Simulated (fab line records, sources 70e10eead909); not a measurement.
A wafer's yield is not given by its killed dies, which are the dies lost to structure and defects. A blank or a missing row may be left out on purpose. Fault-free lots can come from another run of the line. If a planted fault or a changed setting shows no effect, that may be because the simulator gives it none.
Chamber matching | flow nand harc | NHARC_A_STAIRCASE_DESCUM_291 on rie diel-13: 4 sister chambers
The step chemistry O2, time 3 s. 16 wafers are shown with their chamber, then 8 later ones without.

## WAFERS PAIRED WITH THEIR CHAMBERS
wafer  | chamber | showerhead plenum p Torr (Torr) | drypump motor current A (A) | oes product au (a.u.)
L082.1 | 0       | 2.07                            | 5.3                         | 1.019
L082.2 | 1       | 1.86                            | 5.5                         | 0.986
L082.3 | 2       | 2.00                            | 5.4                         | 0.988
L082.4 | 3       | 1.80                            | 5.0                         | 1.016
L082.5 | 2       | 2.00                            | 5.4                         | 0.997
L082.6 | 3       | 1.80                            | 5.0                         | 1.005
L087.3 | 2       | 2.00                            | 5.4                         | 1.000
L087.4 | 0       | 2.07                            | 5.3                         | 1.021
L087.5 | 3       | 1.80                            | 4.9                         | 1.027
L089.1 | 2       | 2.00                            | 5.4                         | 0.986
L089.2 | 1       | 1.85                            | 5.6                         | 0.985
L089.5 | 3       | 1.80                            | 5.0                         | 1.019
L092.1 | 2       | 1.99                            | 5.4                         | 0.992
L092.3 | 3       | 1.79                            | 4.9                         | 1.017
L092.5 | 2       | 2.00                            | 5.4                         | 0.994
L091.1 | 0       | 2.07                            | 5.2                         | 1.023

SIGNATURES (means of the wafers above)
reading                  | chamber 0 | chamber 1 | chamber 2 | chamber 3 | scatter within a chamber
showerhead plenum p Torr | 2.0700    | 1.8550    | 1.9983    | 1.7980    | 0.00422
drypump motor current A  | 5.267     | 5.550     | 5.400     | 4.960     | 0.0444
oes product au           | 1.02100   | 0.98550   | 0.99283   | 1.01680   | 0.00576
Rule: for each reading, subtract the chamber's mean from the wafer's reading, divide by that reading's scatter and square the result; add these up over the readings and take the root, which gives the wafer's distance from the chamber. If the next closest chamber is less than 2 further off than the closest, the wafer can't be placed; otherwise it belongs to the closest. The scatter: the root of (the sum of the squares of (reading less its chamber's mean) over the shown wafers, divided by (wafers less chambers)).

## WAFERS WHOSE CHAMBER IS MISSING
wafer  | showerhead plenum p Torr (Torr) | drypump motor current A (A) | oes product au (a.u.)
L091.2 | 1.85                            | 5.6                         | 0.999
L091.6 | 1.79                            | 4.9                         | 1.016
L094.2 | 1.79                            | 5.0                         | 1.024
L094.3 | 1.99                            | 5.4                         | 0.984
L094.4 | 1.85                            | 5.6                         | 0.996
L096.1 | 2.06                            | 5.2                         | 1.013
L096.3 | 1.79                            | 5.0                         | 1.012
L096.4 | 1.99                            | 5.4                         | 0.982

## CHAMBER TAKEN BY EACH
wafer  | from the rows above | in truth
L091.2 | 1                   | 1
L091.6 | 3                   | 3
L094.2 | 3                   | 3
L094.3 | 2                   | 2
L094.4 | 1                   | 1
L096.1 | 0                   | 0
L096.3 | 3                   | 3
L096.4 | 2                   | 2
Placed correctly: 8 of 8. Can't be placed from these rows: 0. Wrongly placed: 0.
